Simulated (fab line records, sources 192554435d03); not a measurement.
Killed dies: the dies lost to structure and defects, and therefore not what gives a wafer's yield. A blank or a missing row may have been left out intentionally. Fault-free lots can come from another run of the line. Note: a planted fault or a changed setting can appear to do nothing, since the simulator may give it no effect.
fab line records + flow n5-finfet
record
- lots=7
- wafers=21
- last-day=17
route steps=1938 shown WELL_APT@51 PMOS_HMC_CHANNEL_EPI@57
lots untouched by any fault: they come from a run of this same line in which no faults occurred
start-h: the number of hours between the record's first day and the start of the first shown wafer of the lot + wait-h: hours elapsed since this lot's preceding step + " same as the row above + L1.1+2: a row that stands for several wafers + - no value, or no start given + * or withheld: withheld + < > ~ a bound
route shown NAME@n: names a module that has steps shown in the file, with the first one's number in the route + usual: average and standard deviation across the fault-free wafers + same: alike in all rows + chamber/n: place in a boat + sites: readings site by site + _std_site: standard deviation across them + _edge_site: the outer-site mean with the inner-site mean subtracted + radius-mm: for every site, how far away it sits from the centre of the wafer + mask NAME#n: copy n + behind: the most recent tool/chamber to have shaped the wafer + hold: cause of the lot's hold/its duration in hours/its outcome + device: names the non-switching transistor (n, p or np) + end of line: at the end of the route, the tests of the same wafers + a step given without rows: its recipe and nothing more + killed: at the first sort, the dies lost to defects and structure; wafer yield is something else + map: the dies of a wafer, with x for killed, . for not killed, _ for no die there
set.NAME: the setting that was run; set.NAME@STEP: the one run at that earlier step + model.NAME: the simulator's own value behind a step, which no gauge read
lots at some steps of the route; a table a step, a row a wafer
services: the hour from which a tool's chamber was out of use, counted from the record's first day as start-h (under 0 if before that day), plus the number of hours and why
## steps
# step N5_WELL_APT_OXIDE_STRIP_42
# recipe
- chemistry=dHF
- dilution=25:1
- time-s=45
- temp-c=25
- target=SiO2
- target-depth-a=120
# step N5_WELL_APT_PRECLEAN_36
# recipe
- chemistry=O3/DIW
- time-s=45
- temp-c=22
- o3-ppm=10
# step N5_WELL_APT_PRECLEAN_39
# recipe
- chemistry=dHF
- time-s=60
- dilution=150:1
- temp-c=25
# step N5_WELL_APT_SRD_37
# recipe
- dry=ipa-marangoni
- do-ppb=5
- time-s=30
- temp-c=23
- rinse-liquid=diw
# step N5_WELL_APT_EPI_41
# recipe
- material=Si
- target-thk-a=500
- temp-c=650
- precursor=SiH4/H2
- pressure-torr=20
- time-s=297.7
# usual
- throttle-valve-pct=10.9/0.53
| lot.wafer | tool         | chamber | start-h | wait-h | throttle-valve-pct |
|-----------|--------------|---------|---------|--------|--------------------|
| L160.2    | epi-rpcvd-02 | 0       | 29.32   | 0.1    | 11.1               |
| L160.3    | "            | 0       | "       | "      | 10.9               |
| L160.5    | "            | 0       | "       | "      | 10.8               |
| L164.1    | epi-rpcvd-03 | 0       | 52.03   | 0.0    | 11.4               |
| L164.3    | "            | 0       | "       | "      | 11.5               |
| L164.6    | "            | 0       | "       | "      | 11.5               |
| L165.2    | epi-rpcvd-03 | 0       | 58.75   | 0.2    | 11.4               |
| L165.3    | "            | 0       | "       | "      | 11.5               |
| L165.6    | "            | 0       | "       | "      | 11.6               |
| L166.2    | epi-rpcvd-02 | 0       | 63.89   | 0.1    | 10.9               |
| L166.3    | "            | 0       | "       | "      | 10.8               |
| L166.6    | "            | 0       | "       | "      | 10.9               |
| L173.1    | epi-rpcvd-03 | 0       | 106.84  | 0.0    | 11.3               |
| L173.3    | "            | 0       | "       | "      | 11.5               |
| L173.5    | "            | 0       | "       | "      | 11.6               |
| L180.1    | epi-rpcvd-02 | 0       | 148.79  | 0.0    | 10.6               |
| L180.4    | "            | 0       | "       | "      | 10.7               |
| L180.6    | "            | 0       | "       | "      | 10.7               |
| L181.4    | epi-rpcvd-04 | 0       | 154.37  | 0.3    | 10.5               |
| L181.5    | "            | 0       | "       | "      | 10.3               |
| L181.6    | "            | 0       | "       | "      | 9.9                |
# step N5_WELL_APT_INSPECT_38
# recipe
- inspect-instrument=darkfield
- mode=post-epi
# usual
- raw-defect-count=14/6
| lot.wafer | tool              | chamber | start-h | wait-h | raw-defect-count |
|-----------|-------------------|---------|---------|--------|------------------|
| L160.2    | defect-inspect-01 | -       | 29.86   | 0.4    | 10               |
| L160.3    | "                 | -       | "       | "      | 12               |
| L160.5    | "                 | -       | "       | "      | 14               |
| L164.1    | defect-inspect-02 | -       | 52.66   | 0.5    | 14               |
| L164.3    | "                 | -       | "       | "      | 19               |
| L164.6    | "                 | -       | "       | "      | 15               |
| L165.2    | defect-inspect-01 | -       | 59.46   | 0.6    | 7                |
| L165.3    | "                 | -       | "       | "      | 7                |
| L165.6    | "                 | -       | "       | "      | 14               |
| L166.2    | defect-inspect-01 | -       | 64.42   | 0.4    | 10               |
| L166.3    | "                 | -       | "       | "      | 13               |
| L166.6    | "                 | -       | "       | "      | 17               |
| L173.1    | defect-inspect-01 | -       | 107.47  | 0.5    | 11               |
| L173.3    | "                 | -       | "       | "      | 12               |
| L173.5    | "                 | -       | "       | "      | 16               |
| L180.1    | defect-inspect-02 | -       | 149.42  | 0.5    | 11               |
| L180.4    | "                 | -       | "       | "      | 15               |
| L180.6    | "                 | -       | "       | "      | 12               |
| L181.4    | defect-inspect-01 | -       | 154.70  | 0.2    | 20               |
| L181.5    | "                 | -       | "       | "      | 17               |
| L181.6    | "                 | -       | "       | "      | 9                |
# step N5_PMOS_HMC_CHANNEL_EPI_HM_DEP_34
# recipe
- material=SiO2
- target-thk-a=360
- temp-c=400
- precursor=TEOS/O2
- pressure-torr=6.5
- rf-w=900
- teos-flow-sccm=161.4
- gas=O2
- flow-sccm=2650
- time-s=6.9
# usual
- heater-power-w=547/100
- showerhead-plenum-p-Torr=8.33/0.039
- throttle-valve-pct=18.4/0.81
| lot.wafer | tool     | chamber | start-h | wait-h | heater-power-w | showerhead-plenum-p-Torr | throttle-valve-pct |
|-----------|----------|---------|---------|--------|----------------|--------------------------|--------------------|
| L160.2    | pecvd-01 | 2       | 29.90   | 0.0    | 702            | 8.32                     | 19.0               |
| L160.3    | "        | 0       | "       | "      | 585            | 8.32                     | 17.9               |
| L160.5    | "        | 0       | "       | "      | 572            | 8.31                     | 18.0               |
| L164.1    | pecvd-01 | 2       | 52.70   | 0.0    | 766            | 8.31                     | 19.3               |
| L164.3    | "        | 1       | "       | "      | 441            | 8.30                     | 18.7               |
| L164.6    | "        | 1       | "       | "      | 451            | 8.27                     | 18.9               |
| L165.2    | pecvd-01 | 0       | 59.49   | 0.0    | 579            | 8.33                     | 17.8               |
| L165.3    | "        | 1       | "       | "      | 554            | 8.31                     | 18.9               |
| L165.6    | "        | 0       | "       | "      | 559            | 8.33                     | 18.0               |
| L166.2    | pecvd-01 | 1       | 64.46   | 0.0    | 612            | 8.27                     | 18.8               |
| L166.3    | "        | 0       | "       | "      | 573            | 8.31                     | 18.2               |
| L166.6    | "        | 0       | "       | "      | 578            | 8.33                     | 18.0               |
| L173.1    | pecvd-03 | 0       | 107.51  | 0.0    | 491            | 8.38                     | 18.2               |
| L173.3    | "        | 1       | "       | "      | 357            | 8.36                     | 17.1               |
| L173.5    | "        | 1       | "       | "      | 352            | 8.38                     | 16.9               |
| L180.1    | pecvd-03 | 0       | 149.46  | 0.0    | 568            | 8.41                     | 18.5               |
| L180.4    | "        | 1       | "       | "      | 381            | 8.38                     | 17.0               |
| L180.6    | "        | 0       | "       | "      | 576            | 8.40                     | 18.4               |
| L181.4    | pecvd-01 | 0       | 154.75  | 0.0    | 557            | 8.32                     | 18.2               |
| L181.5    | "        | 2       | "       | "      | 773            | 8.31                     | 19.4               |
| L181.6    | "        | 1       | "       | "      | 549            | 8.29                     | 18.8               |
# step N5_PMOS_HMC_CHANNEL_EPI_COAT_31
# recipe
- resist=BARC
- temp-c=205
- time-s=60
- spin-rpm=1500
- resist-thk-nm=66
# step N5_PMOS_HMC_CHANNEL_EPI_COAT_03
# recipe
- resist=CAR-ArF-block
- spin-rpm=1500
- resist-thk-nm=205
# step N5_PMOS_HMC_CHANNEL_EPI_EBR_05
# recipe
- solvent=PGMEA
- ebr-width-mm=1.5
# step N5_PMOS_HMC_CHANNEL_EPI_SOFTBAKE_04
# recipe
- temp-c=110
- time-s=60
- resist=CAR-ArF-block
# step N5_PMOS_HMC_CHANNEL_EPI_EXPOSE_06
# recipe
- mask-id=PMOS_HMC_BLK
- na=1.35
- source-shape=conventional
- sigma-outer=0.8
- polarization=unpolarized
- target-cd-nm=240
- dose-mj=41
# step N5_PMOS_HMC_CHANNEL_EPI_PEB_07
# recipe
- peb-temp-c=110
- peb-time-s=60
- resist=CAR-ArF-block
# usual
- chill-plate-temp-C=22.98/0.1
- exhaust-pa=45.2/0.86
| lot.wafer | tool           | chamber | start-h | wait-h | chill-plate-temp-C | exhaust-pa |
|-----------|----------------|---------|---------|--------|--------------------|------------|
| L160.2    | litho-track-01 | 0       | 30.23   | 0.0    | 23.08              | 44.7       |
| L160.3    | "              | 0       | "       | "      | 22.82              | 46.5       |
| L160.5    | "              | 0       | "       | "      | 23.10              | 45.0       |
| L164.1    | litho-track-03 | -       | 53.04   | 0.1    | -                  | -          |
| L164.3    | "              | -       | "       | "      | -                  | -          |
| L164.6    | "              | -       | "       | "      | -                  | -          |
| L165.2    | litho-track-03 | -       | 59.83   | 0.0    | -                  | -          |
| L165.3    | "              | -       | "       | "      | -                  | -          |
| L165.6    | "              | -       | "       | "      | -                  | -          |
| L166.2    | litho-track-03 | -       | 64.80   | 0.0    | -                  | -          |
| L166.3    | "              | -       | "       | "      | -                  | -          |
| L166.6    | "              | -       | "       | "      | -                  | -          |
| L173.1    | litho-track-03 | 0       | 107.85  | 0.1    | 23.00              | 44.9       |
| L173.3    | "              | 0       | "       | "      | 22.81              | 44.8       |
| L173.5    | "              | 0       | "       | "      | 22.91              | 44.9       |
| L180.1    | litho-track-04 | 0       | 149.80  | 0.1    | 23.09              | 44.0       |
| L180.4    | "              | 0       | "       | "      | 22.92              | 43.8       |
| L180.6    | "              | 0       | "       | "      | 23.02              | 44.3       |
| L181.4    | litho-track-03 | 0       | 154.95  | 0.0    | 22.87              | 45.2       |
| L181.5    | "              | 0       | "       | "      | 22.92              | 45.1       |
| L181.6    | "              | 0       | "       | "      | 22.79              | 46.9       |
# step N5_PMOS_HMC_CHANNEL_EPI_DEVELOP_08
# recipe
- develop-time-s=30
- developer=TMAH
- resist=CAR-ArF-block
- dev-temp-c=23
- rinse-liquid=diw
- dry=air-spin
## services
| tool           | chamber | start-h | hours | kind                      |
|----------------|---------|---------|-------|---------------------------|
| pecvd-01       | 0       | 8.29    | 5.5   | scheduled-down            |
| epi-rpcvd-04   | -       | 16.34   | 2.7   | repair                    |
| epi-rpcvd-03   | -       | 21.64   | 2.8   | pm                        |
| pecvd-01       | -       | 24.36   | 2.8   | pm                        |
| pecvd-03       | 2       | 35.06   | 2.1   | scheduled-down            |
| litho-track-01 | -       | 53.79   | -     | consumable-replace:filter |
| litho-track-01 | -       | 101.81  | -     | consumable-replace:filter |
| pecvd-01       | 0       | 122.45  | 6.0   | repair                    |
| epi-rpcvd-04   | -       | 130.51  | 2.8   | pm                        |
| litho-track-01 | -       | 137.58  | -     | consumable-replace:filter |
| pecvd-03       | 1       | 137.83  | 5.5   | scheduled-down            |
| pecvd-03       | 0       | 143.29  | 5.5   | scheduled-down            |
| pecvd-01       | -       | 148.31  | 1.8   | repair                    |
| litho-track-04 | -       | 152.79  | -     | consumable-replace:filter |
## key
first-sign
- step=N5_PMOS_HMC_CHANNEL_EPI_PEB_07
- reading=tool-record
- direction=missing
effect none on later readings
met-at N5_PMOS_HMC_CHANNEL_EPI_PEB_07
struck-wafers L164.1,L164.3,L164.6,L165.2,L165.3,L165.6,L166.2,L166.3,L166.6
later-rows-left-out L164.1,L164.3,L164.6,L165.2,L165.3,L165.6,L166.2,L166.3,L166.6
sort-left-out L164.1,L164.3,L164.6,L165.2,L165.3,L165.6,L166.2,L166.3,L166.6
fault
- kind=skipped-step-whole
- tool=litho-track-03
- chamber=-
- onset-h=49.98
- steps=N5_PMOS_HMC_CHANNEL_EPI_PEB_07
- scope=struck-lots-only
# sort-left-out: the simulated sort isn't trusted on such a fault, so these wafers' sort isn't shown, and their yield isn't known
# later-rows-left-out: the simulator's readings of these wafers behind a module that went badly wrong aren't trusted and aren't shown, but for the sort
